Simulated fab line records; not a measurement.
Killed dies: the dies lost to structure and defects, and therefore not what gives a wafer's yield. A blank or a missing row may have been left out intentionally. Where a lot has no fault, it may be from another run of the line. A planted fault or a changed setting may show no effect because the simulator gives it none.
Which tool was responsible?    flow n5_finfet    10 lots, 30 wafers sampled, at 6 steps of a route of 1938

== WHAT EACH GAUGE READ, for each wafer ==
N5_BEOL_M4_RC_MEAS_101. Usual: DIBL_N 36.1 mV/V, standard deviation 1.6; DIBL_P 35.8 mV/V, standard deviation 2; IOFF_N 0.157 nA/um, standard deviation 0.029; IOFF_P 0.21 nA/um, standard deviation 0.034; ION_N 677 uA/um, standard deviation 13; ION_P 465 uA/um, standard deviation 8.1; SS_N 71.3 mV/dec, standard deviation 0.61; SS_P 73.2 mV/dec, standard deviation 0.65; VT_N 249 mV, standard deviation 3.3; VT_P -250 mV, standard deviation 3.2.
lot   measured      on         DIBL_N (mV/V)   DIBL_P (mV/V)   IOFF_N (nA/um)     IOFF_P (nA/um)  ION_N (uA/um)  ION_P (uA/um)  SS_N (mV/dec)   SS_P (mV/dec)   VT_N (mV)    VT_P (mV)       flag
L760  day 10 01:29  prober-01  33.4 35.9 33.6  31.8 34.4 31.7  0.111 0.152 0.112  0.16 0.20 0.16  658 693 679    455 473 467    70.3 70.8 70.9  72.7 72.9 72.5  254 248 253  -255 -249 -254  
L761  day 10 13:10  prober-01  36.8 36.6 37.4  34.7 35.0 35.3  0.162 0.168 0.169  0.22 0.23 0.23  686 684 670    473 465 464    71.3 71.1 71.2  73.4 73.3 72.9  246 245 247  -247 -246 -248  
L774  day 13 19:41  prober-01  36.0 36.1 35.5  36.3 35.9 35.3  0.141 0.144 0.136  0.21 0.22 0.21  678 670 664    466 460 463    71.5 71.0 71.3  74.2 73.0 73.2  252 250 253  -247 -248 -248  
L776  day 14 03:41  prober-01  36.5 35.2 34.0  35.9 34.7 34.3  0.157 0.133 0.127  0.23 0.21 0.20  671 681 683    466 476 477    71.4 70.9 71.1  72.8 72.9 72.5  248 253 251  -249 -249 -251  
L777  day 14 03:45  prober-02  38.4 35.2 35.5  38.3 34.8 34.9  0.216 0.145 0.156  0.26 0.21 0.21  694 676 684    470 467 465    71.6 71.3 71.2  73.8 72.8 72.8  246 251 251  -246 -248 -250  
L778  day 14 09:38  prober-02  36.3 34.6 37.7  36.8 35.0 38.3  0.149 0.125 0.171  0.21 0.17 0.22  681 665 680    467 463 469    71.3 71.1 71.8  72.9 73.0 73.6  248 251 250  -253 -256 -250  
L779  day 14 13:03  prober-02  37.0 38.2 36.7  38.1 39.0 37.3  0.190 0.210 0.182  0.24 0.25 0.23  696 696 685    478 474 468    70.9 71.6 71.7  74.2 73.7 73.2  244 242 248  -249 -248 -246  
L780  day 15 06:53  prober-02  37.4 37.5 36.9  38.5 37.4 37.8  0.181 0.181 0.172  0.25 0.24 0.24  683 694 696    464 476 480    72.0 72.1 71.8  73.1 73.9 73.8  248 246 249  -249 -248 -249  

== EACH LOT AND THE TOOL THAT RAN IT (in order: tool; ch and the chambers of the sampled wafers; start) ==
lot   N5_BEOL_M1_SPUTTER_81         N5_BEOL_M1_ANNEAL_91          N5_BEOL_M1_ECD_50               N5_BEOL_M1_CMP_52              N5_BEOL_M1_DEP_57
L760  pvd_sputter-02, day 7 07:50   pvd_sputter-02, day 7 08:34   ecd_cu-02 ch 0, day 7 09:16     cmp-02 ch 2,3, day 7 09:41     pecvd-01 ch 0,1, day 7 10:08
L761  pvd_sputter-03, day 7 16:13   pvd_sputter-03, day 7 16:57   ecd_cu-02 ch 0, day 7 17:39     cmp-03 ch 0,1,2, day 7 18:15   pecvd-01 ch 2, day 7 18:48
L768  pvd_sputter-03, day 9 06:39   pvd_sputter-03, day 9 07:23   ecd_cu-01 ch 0, day 9 08:05     cmp-01 ch 0,1,3, day 9 08:32   pecvd-03 ch 2, day 9 08:58
L770  pvd_sputter-01, day 9 14:43   pvd_sputter-01, day 9 15:27   ecd_cu-01 ch 0,1, day 9 16:10   cmp-03 ch 0,2, day 9 16:34     pecvd-01 ch 0,1, day 9 17:03
L774  pvd_sputter-02, day 10 15:12  pvd_sputter-02, day 10 15:56  ecd_cu-01 ch 0,1, day 10 16:38  cmp-02 ch 1,2,3, day 10 17:08  pecvd-01 ch 1,2, day 10 17:37
L776  pvd_sputter-01, day 11 12:46  pvd_sputter-01, day 11 13:31  ecd_cu-01 ch 0,1, day 11 14:12  cmp-01 ch 0,1,3, day 11 14:37  pecvd-01 ch 0,1,2, day 11 15:04
L777  pvd_sputter-02, day 11 19:04  pvd_sputter-02, day 11 19:49  ecd_cu-01 ch 0,1, day 11 20:31  cmp-01 ch 0,2, day 11 20:55    pecvd-04 ch 1,2, day 11 21:22
L778  pvd_sputter-02, day 11 21:21  pvd_sputter-02, day 11 22:05  ecd_cu-01 ch 0,1, day 11 22:47  cmp-01 ch 0,2,3, day 11 23:16  pecvd-03 ch 0,2, day 11 23:46
L779  pvd_sputter-03, day 12 00:14  pvd_sputter-03, day 12 00:58  ecd_cu-01 ch 0,1, day 12 01:40  cmp-02 ch 0,2,3, day 12 02:05  pecvd-04 ch 1,2, day 12 02:32
L780  pvd_sputter-03, day 12 06:37  pvd_sputter-03, day 12 07:22  ecd_cu-01 ch 0,1, day 12 08:04  cmp-02 ch 1,3, day 12 08:26    pecvd-03 ch 0,1, day 12 08:55
- N5_BEOL_M1_SPUTTER_81: material Cu, target thk 4.5 nm, time 8.29 s.
- N5_BEOL_M1_ANNEAL_91: time 240 s.
- N5_BEOL_M1_ECD_50: material Cu, target thk 300 nm.
- N5_BEOL_M1_CMP_52: polishes, stops on SiOC, t overpolish 6.8 s, target thk 40 nm.
- N5_BEOL_M1_DEP_57: deposits SiCN from 3MS/NH3, target thk 8 nm, time 14 s.

== WHAT THE TOOLS THEMSELVES READ (means of the sampled wafers that have a number; where no wafer has one, the mark that the record gives instead) ==
N5_BEOL_M1_SPUTTER_81. Usual: chuck_gas_flow_sccm 1.25 sccm, standard deviation 0.054; throttle_valve_pct 30.1 %, standard deviation 1.4.
lot   tool            chuck_gas_flow_sccm (sccm)  throttle_valve_pct (%)  flag
L760  pvd_sputter-02  1.29                        29.8                    
L761  pvd_sputter-03  1.21                        29.1                    
L768  pvd_sputter-03  1.23                        29.8                    
L770  pvd_sputter-01  1.24                        31.5                    
L774  pvd_sputter-02  1.25                        29.7                    
L776  pvd_sputter-01  1.29                        30.9                    
L777  pvd_sputter-02  1.23                        30.7                    
L778  pvd_sputter-02  1.25                        30.4                    
L779  pvd_sputter-03  1.29                        28.9                    
L780  pvd_sputter-03  1.28                        29.1                    

N5_BEOL_M1_ANNEAL_91. Usual: heater_power_w at 781 W, with a standard deviation of 88.
lot   tool            heater_power_w (W)  flag
L760  pvd_sputter-02  773                 
L761  pvd_sputter-03  775                 
L768  pvd_sputter-03  773                 
L770  pvd_sputter-01  830                 
L774  pvd_sputter-02  764                 
L776  pvd_sputter-01  861                 
L777  pvd_sputter-02  684                 
L778  pvd_sputter-02  755                 
L779  pvd_sputter-03  800                 
L780  pvd_sputter-03  784                 

N5_BEOL_M1_CMP_52. Usual: head_pressure_psi 0.9998 psi, standard deviation 0.0021; motor_current_A 6.0 A, standard deviation 0.53; time_to_endpoint_s 61 s, standard deviation 3.2.
lot   tool    head_pressure_psi (psi)  motor_current_A (A)  time_to_endpoint_s (s)  flag
L760  cmp-02  0.9994                   6.2                  63                      
L761  cmp-03  0.9995                   5.5                  61                      
L768  cmp-01  0.9991                   5.8                  1                       OFF
L770  cmp-03  0.9994                   5.5                  0                       OFF
L774  cmp-02  1.0014                   5.9                  61                      
L776  cmp-01  1.0000                   5.6                  61                      
L777  cmp-01  0.9991                   6.4                  56                      
L778  cmp-01  1.0002                   5.9                  60                      
L779  cmp-02  1.0002                   6.2                  60                      
L780  cmp-02  0.9981                   5.8                  63                      

N5_BEOL_M1_DEP_57. Usual: showerhead_plenum_p_Torr 3.666 Torr, standard deviation 0.013; throttle_valve_pct 9.1 %, standard deviation 0.64.
lot   tool      showerhead_plenum_p_Torr (Torr)  throttle_valve_pct (%)  flag
L760  pecvd-01  3.668                            8.7                     
L761  pecvd-01  3.680                            9.7                     
L768  pecvd-03  3.670                            8.6                     
L770  pecvd-01  3.670                            8.5                     
L774  pecvd-01  3.671                            8.3                     
L776  pecvd-01  3.674                            8.4                     
L777  pecvd-04  3.645                            8.9                     
L778  pecvd-03  3.667                            9.1                     
L779  pecvd-04  3.649                            9.0                     
L780  pecvd-03  3.662                            10.1                    

== THE ANSWER, worked out from the rows above alone ==
Rule: a lot counts as off when the mean over its wafers that have a number is more than 3 standard deviations away from the usual mean. A lot without any number at a reading at which 4 lots or more have one is off too. All remaining lots with rows at the step are treated as sound. Order of review: gauges by route order, followed by the tools' own readings, for which a lot's mean as printed above is used. The first step at which some lot is off is used, and at that step the reading that is off furthest; a lot without a number counts as furthest.
Off: L768, L770, at N5_BEOL_M1_CMP_52 (time_to_endpoint_s).
If a tool, at that step or one of the process steps before it, ran each lot that is off and ran no sound lot following the first of them, it fits. No candidate that was tried fits.

== WHAT THE SIMULATOR HAD PUT IN ==
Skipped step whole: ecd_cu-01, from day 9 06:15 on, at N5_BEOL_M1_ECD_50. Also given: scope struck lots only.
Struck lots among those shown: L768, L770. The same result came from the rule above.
